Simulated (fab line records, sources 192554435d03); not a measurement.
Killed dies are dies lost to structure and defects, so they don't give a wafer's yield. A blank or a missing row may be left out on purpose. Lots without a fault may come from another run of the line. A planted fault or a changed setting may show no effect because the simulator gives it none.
Chamber matching | flow n5_finfet | N5_MOL_CONTACT_COAG_DESCUM_13 on rie_diel-04: 4 sister chambers
The step chemistry O2, time 7 s. 16 wafers are shown with their chamber, then 8 later ones without.

WAFERS WITH THEIR CHAMBER
wafer  | chamber | drypump_motor_current_A (A) | showerhead_plenum_p_Torr (Torr) | throttle_valve_pct (%)
L078.1 | 2       | 5.8                         | 2.13                            | 20.54
L078.3 | 3       | 5.7                         | 2.01                            | 20.52
L078.6 | 0       | 4.8                         | 2.11                            | 20.11
L079.3 | 3       | 5.7                         | 2.01                            | 20.54
L079.4 | 1       | 5.9                         | 2.17                            | 20.11
L079.6 | 3       | 5.8                         | 2.01                            | 20.52
L080.3 | 2       | 5.8                         | 2.13                            | 20.55
L080.4 | 1       | 5.9                         | 2.17                            | 20.12
L080.5 | 1       | 5.9                         | 2.17                            | 20.11
L082.1 | 1       | 5.9                         | 2.17                            | 20.11
L082.2 | 0       | 4.7                         | 2.11                            | 20.12
L082.5 | 2       | 5.8                         | 2.13                            | 20.55
L089.1 | 0       | 4.8                         | 2.10                            | 20.14
L089.2 | 3       | 5.7                         | 2.00                            | 20.58
L089.3 | 1       | 5.9                         | 2.16                            | 20.14
L090.3 | 0       | 4.8                         | 2.10                            | 20.15

SIGNATURES (means of the wafers above)
reading                  | chamber 0 | chamber 1 | chamber 2 | chamber 3 | scatter within a chamber
drypump_motor_current_A  | 4.775     | 5.900     | 5.800     | 5.725     | 0.0354
showerhead_plenum_p_Torr | 2.1050    | 2.1680    | 2.1300    | 2.0075    | 0.00461
throttle_valve_pct       | 20.1300   | 20.1180   | 20.5467   | 20.5400   | 0.0186
Rule: a wafer's distance from a chamber is the root of the sum, over the readings, of the square of ((its reading less the chamber's mean) divided by the reading's scatter). The wafer belongs to the nearest chamber; if the next one is less than 2 further off, it can't be placed. The scatter: the root of (the sum of the squares of (reading less its chamber's mean) over the shown wafers, divided by (wafers less chambers)).

WAFERS WITHOUT THEIR CHAMBER
wafer  | drypump_motor_current_A (A) | showerhead_plenum_p_Torr (Torr) | throttle_valve_pct (%)
L090.4 | 5.8                         | 2.00                            | 20.59
L090.6 | 4.8                         | 2.10                            | 20.15
L091.2 | 5.8                         | 1.99                            | 20.61
L091.4 | 4.8                         | 2.10                            | 20.17
L091.6 | 5.8                         | 1.99                            | 20.61
L092.4 | 4.8                         | 2.10                            | 20.18
L092.5 | 5.8                         | 1.99                            | 20.61
L092.6 | 5.9                         | 2.15                            | 20.15

WHICH CHAMBER EACH WENT THROUGH
wafer  | from the rows above | in truth
L090.4 | 3                   | 3
L090.6 | 0                   | 0
L091.2 | 3                   | 3
L091.4 | 0                   | 0
L091.6 | 3                   | 3
L092.4 | 0                   | 0
L092.5 | 3                   | 3
L092.6 | 1                   | 1
Placed correctly: 8 of 8. Can't be placed from these rows: 0. Placed wrongly: 0.
